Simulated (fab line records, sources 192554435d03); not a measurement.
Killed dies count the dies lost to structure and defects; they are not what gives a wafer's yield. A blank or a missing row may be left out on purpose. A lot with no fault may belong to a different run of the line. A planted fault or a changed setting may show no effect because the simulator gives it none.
fab line records	flow n5Finfet
record: lots: 7	wafers: 39
route steps=1938 shown WELL_APT@24 PMOS_HMC_CHANNEL_EPI@74 DUMMY_GATE@220 SD_EPI_N@288 SD_EPI_P@307 SD_ACTIVATION@330
startH: hours from the record's opening day to when the first of the lot's shown wafers began	waitH: hours elapsed since this lot's preceding step	" the same as in the row above	L1.1+2: several wafers, shown together as one row	- value missing, or start not given	* or withheld: withheld	< > ~ a bound
route shown NAME@n: names a module that has steps shown in the file, with the first one's number in the route	usual: mean/standard deviation of fault-free wafers	same: alike in all rows	chamber/n: place in a boat	sites: readings site by site	_std_site: the values' standard deviation	_edge_site: outer sites' mean less inner sites'	radiusMm: for every site, how far away it sits from the centre of the wafer	mask NAME#n: copy n	behind: the tool/chamber that last shaped the wafer	hold: cause of the lot's hold/its duration in hours/its outcome	device: names the non-switching transistor (n, p or np)	end of line: tests run on the same wafers once the route is complete	for a step that has no rows: nothing shown but its recipe	killed: dies that structure and defects cost at the first sort, which is not the same as the wafer's yield	map: the dies of a wafer, with x for killed, . for not killed, _ for no die there
set.NAME: the setting that was run; set.NAME@STEP: the one run at that earlier step	model.NAME: the simulator's own value behind a step, which no gauge read
lots whose settings were changed on purpose; a table a step, a row a wafer
== steps ==
step: N5_WELL_APT_EXPOSE_05
recipe: maskId: NWELL	na: 0.8	sourceShape: conventional	sigmaOuter: 0.8	polarization: unpolarized	defocusNm: 0	targetCdNm: 200	doseMj: 20.3
lot.wafer	tool	chamber	startH	waitH	mask	set.doseMj
L074.1+5+6	krfScanner-01	0	13.56	-	NWELL#0	20.3
L074.2+3+4	"	0	"	"	NWELL#0	19.71
L084.1+2+4	krfScanner-02	0	73.64	-	NWELL#0	21.28
L084.3+5+6	"	0	"	"	NWELL#0	20.3
L086.1+2+3	krfScanner-01	0	85.51	-	NWELL#0	18.75
L086.4+5+6	"	0	"	"	NWELL#0	20.3
L087.1+2+3+4+5+6	krfScanner-01	0	91.54	-	NWELL#0	20.3
L091.1+2+4	krfScanner-01	0	115.51	-	NWELL#0	19.04
L091.3+5+6	"	0	"	"	NWELL#0	20.3
L093.1+5+6	krfScanner-01	0	127.63	-	NWELL#0	20.3
L093.2+3+4	"	0	"	"	NWELL#0	21.83
L095.1+2+5	krfScanner-01	0	139.64	-	NWELL#0	20.3
step: N5_WELL_APT_PEB_06
recipe: pebTempC: 130	pebTimeS: 90
step: N5_WELL_APT_DEVELOP_07
recipe: developTimeS: 45	rinseLiquid: surfactantRinse	dry: airSpin	devTempC: 21
step: N5_WELL_APT_HARDBAKE_12
recipe: tempC: 130	timeS: 120
step: N5_WELL_APT_CD_MEAS_08
recipe: targetCdNm: 200	landingEnergyEv: 500	detector: seInlens
usual: cdNm: 200.1/1.9
lot.wafer	tool	chamber	startH	waitH	set.doseMj@WELL_APT_EXPOSE_05	cdNm
L074.1	cdSem-01	0	13.73	-	20.3	197.1
L074.2	"	0	"	"	19.71	193.4
L074.3	"	0	"	"	19.71	192.3
L074.4	"	0	"	"	19.71	194.1
L074.5	"	0	"	"	20.3	197.8
L074.6	"	0	"	"	20.3	199.8
L084.1	cdSem-03	0	73.81	-	21.28	207.9
L084.2	"	0	"	"	21.28	208.9
L084.3	"	0	"	"	20.3	202.0
L084.4	"	0	"	"	21.28	207.8
L084.5	"	0	"	"	20.3	202.0
L084.6	"	0	"	"	20.3	199.8
L086.1	cdSem-03	0	85.68	-	18.75	188.9
L086.2	"	0	"	"	18.75	188.1
L086.3	"	0	"	"	18.75	185.5
L086.4	"	0	"	"	20.3	200.4
L086.5	"	0	"	"	20.3	201.8
L086.6	"	0	"	"	20.3	200.9
L087.1	cdSem-03	0	91.71	-	20.3	199.6
L087.2	"	0	"	"	20.3	201.5
L087.3	"	0	"	"	20.3	199.6
L087.4	"	0	"	"	20.3	201.4
L087.5	"	0	"	"	20.3	201.4
L087.6	"	0	"	"	20.3	201.8
L091.1	cdSem-03	0	115.68	-	19.04	192.3
L091.2	"	0	"	"	19.04	192.4
L091.3	"	0	"	"	20.3	203.2
L091.4	"	0	"	"	19.04	192.7
L091.5	"	0	"	"	20.3	202.1
L091.6	"	0	"	"	20.3	201.2
L093.1	cdSem-02	0	127.81	-	20.3	200.5
L093.2	"	0	"	"	21.83	208.9
L093.3	"	0	"	"	21.83	208.6
L093.4	"	0	"	"	21.83	213.3
L093.5	"	0	"	"	20.3	197.9
L093.6	"	0	"	"	20.3	197.9
L095.1	cdSem-02	0	139.81	-	20.3	200.2
L095.2	"	0	"	"	20.3	198.1
L095.5	"	0	"	"	20.3	198.6
step: N5_WELL_APT_DESCUM_13
recipe: chemistry: O2	timeS: 7.9	sourcePowerW: 50	biasPowerW: 20	pressureMtorr: 20	rfFrequencyHz: 2.712e+07	tempC: 40	o2FlowSccm: 225
lot.wafer	tool	chamber	startH	waitH	set.doseMj@WELL_APT_EXPOSE_05	model.WELL_APT.cdNm
L074.1	rieDiel-05	3	13.90	0.1	20.3	197.1
L074.2	"	2	"	"	19.71	193.2
L074.3	"	1	"	"	19.71	192.2
L074.4	"	0	"	"	19.71	194
L074.5	"	3	"	"	20.3	197.5
L074.6	"	0	"	"	20.3	199.3
L084.1	rieDiel-04	2	74.16	0.3	21.28	207.4
L084.2	"	0	"	"	21.28	208.7
L084.3	"	1	"	"	20.3	202.1
L084.4	"	3	"	"	21.28	207.5
L084.5	"	2	"	"	20.3	201.8
L084.6	"	3	"	"	20.3	200.3
L086.1	rieDiel-05	1	85.77	0.0	18.75	-
L086.2	"	2	"	"	18.75	188.1
L086.3	"	0	"	"	18.75	185.8
L086.4	"	3	"	"	20.3	200.4
L086.5	"	0	"	"	20.3	201.7
L086.6	"	1	"	"	20.3	201.2
L087.1+3	rieDiel-02	2,0	91.84	0.1	20.3	199.6
L087.2+6	"	3,2	"	"	20.3	201.7
L087.4	"	1	"	"	20.3	201.2
L087.5	"	3	"	"	20.3	201.5
L091.1	rieDiel-02	0	115.88	0.1	19.04	192.7
L091.2+4	"	1,3	"	"	19.04	192.5
L091.3	"	2	"	"	20.3	203.3
L091.5	"	2	"	"	20.3	201.8
L091.6	"	1	"	"	20.3	200.8
L093.1	rieDiel-05	2	127.89	0.0	20.3	200.5
L093.2	"	1	"	"	21.83	209.2
L093.3	"	0	"	"	21.83	208.8
L093.4	"	0	"	"	21.83	213.6
L093.5	"	2	"	"	20.3	198.2
L093.6	"	1	"	"	20.3	198.3
L095.1	rieDiel-04	2	139.90	0.0	20.3	200.3
L095.2	"	3	"	"	20.3	198.4
L095.5	"	0	"	"	20.3	198
step: N5_PMOS_HMC_CHANNEL_EPI_FIN_RECESS_16
recipe: chemistry: HBr/Cl2	target: Si	maskMaterial: SiO2	targetDepthA: 540	timeS: 18	pressureMtorr: 10	icpW: 800	biasW: 75	HBr_flow_sccm: 150	Cl2_flow_sccm: 80
lot.wafer	tool	chamber	startH	waitH	set.timeS	model.PMOS_HMC_CHANNEL_EPI.featureDepthNm	model.etch.depthNm
L074.1	rieSi-05	3	17.81	0.0	17.26	51.78	51.78
L074.2	"	2	"	"	18	53.21	53.21
L074.3	"	0	"	"	18	54.36	54.36
L074.4	"	1	"	"	17.26	51.24	51.24
L074.5	"	0	"	"	18	53.91	53.91
L074.6	"	1	"	"	17.26	51.54	51.54
L084.1	rieSi-06	2	79.29	0.0	16.85	50.26	50.26
L084.2	"	0	"	"	16.85	51.74	51.74
L084.3	"	1	"	"	18	56.07	56.07
L084.4	"	3	"	"	18	53.68	53.68
L084.5	"	0	"	"	16.85	51.66	51.66
L084.6	"	1	"	"	18	56.01	56.01
L086.1	rieSi-06	1	89.63	0.0	16.66	51.3	51.3
L086.2	"	3	"	"	16.66	49.52	49.52
L086.3	"	2	"	"	18	53.34	53.34
L086.4+5	"	3,2	"	"	18	53.42	53.42
L086.6	"	1	"	"	16.66	51.5	51.5
L087.1	rieSi-02	3	96.02	0.0	18	53.63	53.63
L087.2	"	2	"	"	18	55.85	55.85
L087.3	"	0	"	"	18	53.11	53.11
L087.4	"	1	"	"	18	53.56	53.56
L087.5	"	2	"	"	18	55.34	55.34
L087.6	"	1	"	"	18	53.87	53.87
L091.1	rieSi-05	2	119.71	0.0	18	53.37	53.37
L091.2	"	0	"	"	19.41	57.9	57.9
L091.3	"	1	"	"	18	54.32	54.32
L091.4	"	3	"	"	18	53.91	53.91
L091.5	"	1	"	"	19.41	58	58
L091.6	"	2	"	"	19.41	57.88	57.88
L093.1	rieSi-06	1	131.90	0.0	18	55.27	55.27
L093.2	"	3	"	"	18.55	55.61	55.61
L093.3	"	0	"	"	18.55	54.63	54.63
L093.4	"	2	"	"	18	53	53
L093.5	"	3	"	"	18.55	55.83	55.83
L093.6	"	0	"	"	18	53.55	53.55
L095.1	rieSi-06	3	144.20	0.0	18	53.14	53.14
L095.2	"	1	"	"	18	54.79	54.79
L095.5	"	0	"	"	18	52.96	52.96
step: N5_PMOS_HMC_CHANNEL_EPI_PRECLEAN_36
recipe: chemistry: O3/DIW	timeS: 45	tempC: 22	o3Ppm: 10
step: N5_PMOS_HMC_CHANNEL_EPI_PRECLEAN_18
recipe: chemistry: DHF	timeS: 30	tempC: 25	dilution: withheld
step: N5_PMOS_HMC_CHANNEL_EPI_SRD_39
recipe: dry: ipaMarangoni	timeS: 30	tempC: 23	rinseLiquid: diw
step: N5_PMOS_HMC_CHANNEL_EPI_CMP_21
recipe: material: SiGe30	postCmpClean: alkalineBrush	targetThkNm: 54
step: N5_PMOS_HMC_CHANNEL_EPI_THK_MEAS_22
recipe: reads: SiGe30_of_PMOS_HMC_CHANNEL_EPI_EPI_20
usual: HMC_CMP_THK: 54.3/1
lot.wafer	tool	chamber	startH	waitH	set.timeS@PMOS_HMC_CHANNEL_EPI_FIN_RECESS_16	HMC_CMP_THK[nm]
L074.1	filmMetro-02	-	19.65	0.2	17.26	51.9
L074.2	"	-	"	"	18	53.2
L074.3	"	-	"	"	18	54.3
L074.4	"	-	"	"	17.26	51.2
L074.5	"	-	"	"	18	53.9
L074.6	"	-	"	"	17.26	51.6
L084.1	filmMetro-02	-	81.10	-	16.85	50.3
L084.2	"	-	"	"	16.85	51.6
L084.3	"	-	"	"	18	55.9
L084.4	"	-	"	"	18	53.5
L084.5	"	-	"	"	16.85	51.6
L084.6	"	-	"	"	18	55.9
L086.1	filmMetro-01	-	91.43	-	16.66	51.5
L086.2	"	-	"	"	16.66	49.6
L086.3	"	-	"	"	18	53.4
L086.4	"	-	"	"	18	53.5
L086.5	"	-	"	"	18	53.4
L086.6	"	-	"	"	16.66	51.8
L087.1	filmMetro-02	-	98.22	-	18	53.8
L087.2	"	-	"	"	18	55.8
L087.3	"	-	"	"	18	53.2
L087.4	"	-	"	"	18	53.8
L087.5	"	-	"	"	18	55.5
L087.6	"	-	"	"	18	53.9
L091.1	filmMetro-02	-	121.95	-	18	53.5
L091.2	"	-	"	"	19.41	57.9
L091.3	"	-	"	"	18	54.4
L091.4	"	-	"	"	18	53.9
L091.5	"	-	"	"	19.41	58.2
L091.6	"	-	"	"	19.41	57.9
L093.1	filmMetro-01	-	133.78	-	18	55.4
L093.2	"	-	"	"	18.55	55.5
L093.3	"	-	"	"	18.55	54.6
L093.4	"	-	"	"	18	53.1
L093.5	"	-	"	"	18.55	56.0
L093.6	"	-	"	"	18	53.6
L095.1	filmMetro-02	-	146.00	-	18	53.1
L095.2	"	-	"	"	18	55.0
L095.5	"	-	"	"	18	53.0
step: N5_DUMMY_GATE_HM_DEP_06
recipe: material: SiNx	targetThkA: 800	precursor: DCS/NH3	tempC: 700	pressureMtorr: 300	timeS: 5141
lot.wafer	tool	chamber	startH	waitH	set.targetThkA	model.SiNx_of_DUMMY_GATE_HM_DEP_06.thkNm
L074.1+2+4	-	-	-	0.0	885	88.2
L074.3	"	-	"	"	885	89
L074.5	"	-	"	"	885	88.8
L074.6	"	-	"	"	885	88.4
L084.1+3+5	-	-	-	0.6	800	80.4
L084.2+4	"	-	"	"	800	80.8
L084.6	"	-	"	"	800	81.2
L086.1	-	-	-	0.0	879.1	87.6
L086.2	"	-	"	"	879.1	87.8
L086.3+5	"	-	"	"	879.1	88.2
L086.4	"	-	"	"	879.1	88
L086.6	"	-	"	"	879.1	88.4
L087.1	-	-	-	0.0	709.9	71.6
L087.2	"	-	"	"	709.9	70.8
L087.3+4+5	"	-	"	"	709.9	71.4
L087.6	"	-	"	"	709.9	71
L091.1+4	-	-	-	0.0	839	83.8
L091.2	"	-	"	"	839	83.6
L091.3+5	"	-	"	"	839	83.4
L091.6	"	-	"	"	839	84.2
L093.1	-	-	-	0.0	689.4	68
L093.2	"	-	"	"	689.4	68.4
L093.3+5+6	"	-	"	"	689.4	68.6
L093.4	"	-	"	"	689.4	68.8
L095.1	lpcvd-02	0/90	168.42	0.0	800	79.4
L095.2	"	0/95	"	"	800	79
L095.5	"	0/109	"	"	800	78.8
step: N5_DUMMY_GATE_ETCH_37
recipe: chemistry: N2/H2	target: SOC	targetDepthA: 600	overetchA: 300	tempC: 40	ionEnergyEv: 200	pressureMtorr: 30	sourceW: 840	biasW: 150	n2FlowSccm: 200	h2FlowSccm: 200
usual: rfVppV: 525.2/2.8
lot.wafer	tool	chamber	startH	waitH	set.sourceW	rfVppV	model.SiARC_of_DUMMY_GATE_COAT_35.thkNm
L074.1	rieDiel-06	1	47.38	0.0	704.6	554.8	5.4
L074.2	"	3	"	"	840	529.6	4.8
L074.3	"	2	"	"	704.6	555.9	5.4
L074.4	"	2	"	"	840	523.4	5
L074.5	"	3	"	"	840	529.7	4.8
L074.6	"	1	"	"	704.6	556.6	5.4
L084.1	rieDiel-03	3	117.27	0.0	922.1	510.1	4.6
L084.2	"	0	"	"	922.1	512.1	4.8
L084.3	"	1	"	"	840	527.8	5.2
L084.4	"	2	"	"	840	520.7	5
L084.5	"	1	"	"	840	527.5	5.2
L084.6	"	2	"	"	922.1	504.5	4.8
L086.1	rieDiel-03	3	124.17	0.0	840	526.4	5
L086.2	"	1	"	"	716.2	556.5	5.6
L086.3	"	0	"	"	840	527.3	5
L086.4	"	2	"	"	716.2	549.8	5.6
L086.5	"	0	"	"	840	528.1	5.2
L086.6	"	1	"	"	716.2	557.1	5.6
L087.1	rieDiel-06	2	129.00	0.0	840	523.1	5
L087.2	"	3	"	"	889.5	518.8	4.6
L087.3	"	1	"	"	889.5	515.6	4.8
L087.4	"	0	"	"	840	522.3	5.2
L087.5	"	3	"	"	840	528.7	4.8
L087.6	"	0	"	"	889.5	513.9	5
L091.1	rieDiel-06	3	149.62	0.0	757.2	545.3	5.2
L091.2	"	0	"	"	840	522.2	5.2
L091.3	"	1	"	"	840	525.5	5
L091.4	"	2	"	"	757.2	543.2	5.4
L091.5	"	1	"	"	757.2	544.9	5.2
L091.6	"	0	"	"	840	521.6	5.2
L093.1	rieDiel-03	1	160.63	0.0	704.8	558.6	5.6
L093.2	"	0	"	"	840	528.1	5
L093.3	"	2	"	"	704.8	551.8	5.6
L093.4	"	3	"	"	840	525.5	4.8
L093.5	"	1	"	"	840	527.5	5.2
L093.6	"	2	"	"	704.8	551.3	5.6
L095.1	rieDiel-03	2	173.25	0.0	840	520.1	5
L095.2	"	1	"	"	840	527.6	5.2
L095.5	"	2	"	"	840	522.1	5
step: N5_SD_EPI_N_EPI_21
recipe: material: Si:P	dopant: P	tempC: 680	pressureTorr: 255	timeS: 690
lot.wafer	tool	chamber	startH	waitH	set.epiGrowthTimeS	model.Si-P_of_SD_EPI_N_EPI_21.thkNm
L074.1	epiRpcvd-03	0	52.03	0.2	690	59.8
L074.2	"	0	"	"	690	59
L074.3	"	0	"	"	657.2	56.8
L074.4	"	0	"	"	690	59.6
L074.5	"	0	"	"	657.2	56.4
L074.6	"	0	"	"	657.2	57.6
L084.1	epiRpcvd-03	0	121.43	0.2	690	59
L084.2	"	0	"	"	690	58
L084.3+5	"	0	"	"	690	58.8
L084.4	"	0	"	"	690	59.2
L084.6	"	0	"	"	690	59.4
L086.1	epiRpcvd-03	0	128.32	0.2	690	59
L086.2	"	0	"	"	667	57
L086.3	"	0	"	"	667	56.6
L086.4	"	0	"	"	690	58.2
L086.5	"	0	"	"	690	58.6
L086.6	"	0	"	"	667	57.8
L087.1+3	epiRpcvd-03	0	132.92	0.2	690	59.4
L087.2	"	0	"	"	730.9	61.4
L087.4	"	0	"	"	690	59.2
L087.5	"	0	"	"	730.9	61.2
L087.6	"	0	"	"	730.9	62
L091.1+3+4	epiRpcvd-03	0	154.20	0.2	690	59
L091.2	"	0	"	"	690	59.2
L091.5	"	0	155.69	1.5	690	58.8
L091.6	"	0	"	"	690	59.4
L093.1	epiRpcvd-03	0	164.62	0.1	690	59
L093.2	"	0	"	"	690	59.2
L093.3	"	0	"	"	627.9	55.2
L093.4	"	0	"	"	627.9	55.4
L093.5	"	0	"	"	690	58.2
L093.6	"	0	"	"	627.9	54.6
L095.1	epiRpcvd-01	0	177.22	0.1	690	57.8
L095.2	"	0	"	"	690	59
L095.5	"	0	"	"	690	58.6
step: N5_SD_EPI_N_PRECLEAN_24
recipe: chemistry: O3/DIW	timeS: 60	tempC: 22	o3Ppm: 10
lot.wafer	tool	chamber	startH	waitH	set.epiGrowthTimeS@SD_EPI_N_EPI_21	model.Si-P_of_SD_EPI_N_EPI_21.thkNm
L074.1+4	wetBench-01	0,1	54.34	0.0	690	59.2
L074.2	"	7	"	"	690	58.6
L074.3	"	6	"	"	657.2	56.4
L074.5	"	5	"	"	657.2	56
L074.6	"	4	"	"	657.2	57.2
L084.1	wetBench-06	6	123.76	0.0	690	58.6
L084.2	"	0	"	"	690	57.6
L084.3+5	"	7,1	"	"	690	58.4
L084.4	"	2	"	"	690	58.8
L084.6	"	5	"	"	690	59
L086.1	wetBench-05	2	130.63	0.0	690	58.6
L086.2	"	3	"	"	667	56.6
L086.3	"	5	"	"	667	56.2
L086.4	"	6	"	"	690	57.8
L086.5	"	4	"	"	690	58.2
L086.6	"	1	"	"	667	57.4
L087.1+3	wetBench-05	3,0	135.24	0.0	690	59
L087.2	"	6	"	"	730.9	61
L087.4	"	1	"	"	690	58.8
L087.5	"	2	"	"	730.9	60.8
L087.6	"	7	"	"	730.9	61.6
L091.1+3+4	wetBench-06	2,3,0	156.51	0.0	690	58.6
L091.2	"	7	"	"	690	58.8
L091.5	"	4	"	"	690	58.4
L091.6	"	1	"	"	690	59
L093.1	wetBench-01	7	166.37	0.0	690	58.6
L093.2	"	3	"	"	690	58.8
L093.3+4	"	1,0	"	"	627.9	55
L093.5	"	2	"	"	690	57.8
L093.6	"	4	"	"	627.9	54.4
L095.1	wetBench-06	2	178.97	0.0	690	57.4
L095.2	"	0	"	"	690	58.6
L095.5	"	1	"	"	690	58.2
step: N5_SD_EPI_P_ETCH_36
recipe: chemistry: CF4	target: SiARC	targetDepthA: 455	maskMaterial: CAR-ArF-block	timeS: 75.8	ionEnergyEv: 80	pressureMtorr: 40	sourceW: 545	biasW: 36	Ar_flow_sccm: 100	cf4FlowSccm: 100	ends: cleared
usual: rfVppV: 184.2/1.3
lot.wafer	tool	chamber	startH	waitH	set.biasW	rfVppV
L074.1	rieDiel-06	3	55.55	0.0	33.45	178.6
L074.2	"	2	"	"	36	183.6
L074.3	"	1	"	"	33.45	175.5
L074.4	"	0	"	"	33.45	175.6
L074.5	"	0	"	"	36	184.6
L074.6	"	3	"	"	36	186.2
L084.1	rieDiel-06	1	124.67	0.0	36	185.1
L084.2	"	3	"	"	29.15	162.0
L084.3	"	2	"	"	36	182.8
L084.4	"	0	"	"	29.15	161.5
L084.5	"	1	"	"	29.15	160.8
L084.6	"	2	"	"	36	183.7
L086.1	rieDiel-06	2	131.67	0.0	36	184.8
L086.2	"	1	"	"	36	186.2
L086.3	"	0	"	"	38.48	192.4
L086.4	"	3	"	"	38.48	194.4
L086.5	"	0	"	"	38.48	190.7
L086.6	"	3	"	"	36	185.4
L087.1	rieDiel-03	3	136.28	0.0	32.59	173.2
L087.2	"	2	"	"	36	182.8
L087.3	"	0	"	"	36	185.8
L087.4	"	2	"	"	32.59	173.1
L087.5	"	0	"	"	36	184.6
L087.6	"	3	"	"	32.59	174.2
L091.1	rieDiel-01	0	157.63	0.0	41.55	202.1
L091.2	"	1	"	"	36	183.8
L091.3	"	2	"	"	41.55	200.8
L091.4	"	3	"	"	36	183.9
L091.5	"	2	"	"	36	183.9
L091.6	"	1	"	"	41.55	201.8
L093.1	rieDiel-03	3	167.69	0.0	36	183.7
L093.2	"	1	"	"	36	183.6
L093.3	"	0	"	"	36	185.3
L093.4	"	2	"	"	29.99	162.6
L093.5	"	2	"	"	29.99	162.7
L093.6	"	3	"	"	29.99	161.9
L095.1	rieDiel-03	3	180.10	0.0	36	184.8
L095.2	"	0	"	"	36	185.4
L095.5	"	1	"	"	36	185.5
step: N5_SD_EPI_P_ETCH_37
recipe: chemistry: N2/H2	target: SOC	overetchA: 1080	maskMaterial: SiARC	tempC: 40	ionEnergyEv: 100	sourceW: 3000	biasW: 133	pressureMtorr: 20	timeS: 486	n2FlowSccm: 200	h2FlowSccm: 200	ends: endPoint
step: N5_SD_EPI_P_STRIP_38
recipe: chemistry: N2/H2	tempC: 40	n2FlowSccm: 200	h2FlowSccm: 200	rfFrequencyHz: 6e+07
step: N5_SD_ACTIVATION_RTA_00
recipe: tempC: 975	timeS: 0	ambient: N2	idleTempC: 600	rampUpCPerS: 150	rampDownCPerS: 60	coolToC: 600
step: N5_SD_ACTIVATION_LSA_01
recipe: tempC: 1080	timeS: 0.0008	ambient: N2
step: N5_SD_ACTIVATION_RS_MEAS_03
recipe: thkMeasGauge: four-point-probe
usual: RS_SD_N: 21.9/0.37	RS_SD_P: 56.2/0.93
lot.wafer	tool	chamber	startH	waitH	set.epiGrowthTimeS@SD_EPI_N_EPI_21	RS_SD_N[ohm/sq]	RS_SD_P[ohm/sq]
L074.1	filmMetro-02	-	59.71	0.2	690	21.4	55.8
L074.2	"	-	"	"	690	21.9	55.9
L074.3	"	-	"	"	657.2	22.6	55.1
L074.4	"	-	"	"	690	21.6	55.4
L074.5	"	-	"	"	657.2	22.8	55.4
L074.6	"	-	"	"	657.2	22.3	55.7
L084.1	filmMetro-02	-	128.99	0.2	690	21.7	57.1
L084.2	"	-	"	"	690	22.1	57.8
L084.3	"	-	"	"	690	22.0	57.2
L084.4	"	-	"	"	690	21.7	56.8
L084.5	"	-	"	"	690	21.8	56.0
L084.6	"	-	"	"	690	21.7	56.6
L086.1	filmMetro-01	-	135.79	0.2	690	21.8	55.8
L086.2	"	-	"	"	667	23.0	55.8
L086.3	"	-	"	"	667	22.8	55.1
L086.4	"	-	"	"	690	22.0	56.5
L086.5	"	-	"	"	690	21.9	55.0
L086.6	"	-	"	"	667	22.1	55.1
L087.1	filmMetro-01	-	140.43	0.2	690	21.8	55.4
L087.2	"	-	"	"	730.9	21.2	56.0
L087.3	"	-	"	"	690	21.9	56.2
L087.4	"	-	"	"	690	22.0	56.7
L087.5	"	-	"	"	730.9	21.3	56.2
L087.6	"	-	"	"	730.9	20.9	56.0
L091.1	filmMetro-01	-	161.76	0.2	690	21.9	57.1
L091.2	"	-	"	"	690	21.9	56.9
L091.3	"	-	"	"	690	22.0	56.4
L091.4	"	-	"	"	690	21.8	56.6
L091.5	"	-	"	"	690	22.1	57.0
L091.6	"	-	"	"	690	21.7	57.2
L093.1	filmMetro-02	-	172.05	0.2	690	21.9	57.1
L093.2	"	-	"	"	690	21.6	57.9
L093.3	"	-	"	"	627.9	23.1	57.4
L093.4	"	-	"	"	627.9	23.4	57.9
L093.5	"	-	"	"	690	22.0	57.3
L093.6	"	-	"	"	627.9	23.4	57.8
L095.1	filmMetro-02	-	184.23	0.2	690	22.4	55.6
L095.2	"	-	"	"	690	21.9	56.1
L095.5	"	-	"	"	690	22.0	54.8
== key ==
split: step: N5_WELL_APT_EXPOSE_05	setting: doseMj	stated: 20.3	by: wafer
response: step: N5_WELL_APT_CD_MEAS_08	reading: cdNm	change: +1.61	per: 1%	r: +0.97
response: step: N5_WELL_APT_DESCUM_13	reading: model.WELL_APT.cdNm	change: +1.6	per: 1%	r: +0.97
split: step: N5_PMOS_HMC_CHANNEL_EPI_FIN_RECESS_16	setting: timeS	stated: 18	by: wafer
response: step: N5_PMOS_HMC_CHANNEL_EPI_FIN_RECESS_16	reading: model.PMOS_HMC_CHANNEL_EPI.featureDepthNm	change: +0.494	per: 1%	r: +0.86
response: step: N5_PMOS_HMC_CHANNEL_EPI_FIN_RECESS_16	reading: model.etch.depthNm	change: +0.494	per: 1%	r: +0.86
response: step: N5_PMOS_HMC_CHANNEL_EPI_THK_MEAS_22	reading: HMC_CMP_THK	change: +0.485	per: 1%	r: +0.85
split: step: N5_DUMMY_GATE_HM_DEP_06	setting: targetThkA	stated: 800	by: lot
response: step: N5_DUMMY_GATE_HM_DEP_06	reading: model.SiNx_of_DUMMY_GATE_HM_DEP_06.thkNm	change: +0.805	per: 1%	r: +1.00
split: step: N5_DUMMY_GATE_ETCH_37	setting: sourceW	stated: 840	by: wafer
response: step: N5_DUMMY_GATE_ETCH_37	reading: rfVppV	change: -1.77	per: 1%	r: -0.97
response: step: N5_DUMMY_GATE_ETCH_37	reading: model.SiARC_of_DUMMY_GATE_COAT_35.thkNm	change: -0.0337	per: 1%	r: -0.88
split: step: N5_SD_EPI_N_EPI_21	setting: epiGrowthTimeS	stated: 690	by: wafer
response: step: N5_SD_EPI_N_EPI_21	reading: model.Si-P_of_SD_EPI_N_EPI_21.thkNm	change: +0.424	per: 1%	r: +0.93
response: step: N5_SD_EPI_N_PRECLEAN_24	reading: model.Si-P_of_SD_EPI_N_EPI_21.thkNm	change: +0.414	per: 1%	r: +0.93
response: step: N5_SD_ACTIVATION_RS_MEAS_03	reading: RS_SD_N	change: -0.166	per: 1%	r: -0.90
split: step: N5_SD_EPI_P_ETCH_36	setting: biasW	stated: 36	by: wafer
response: step: N5_SD_EPI_P_ETCH_36	reading: rfVppV	change: +1.19	per: 1%	r: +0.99
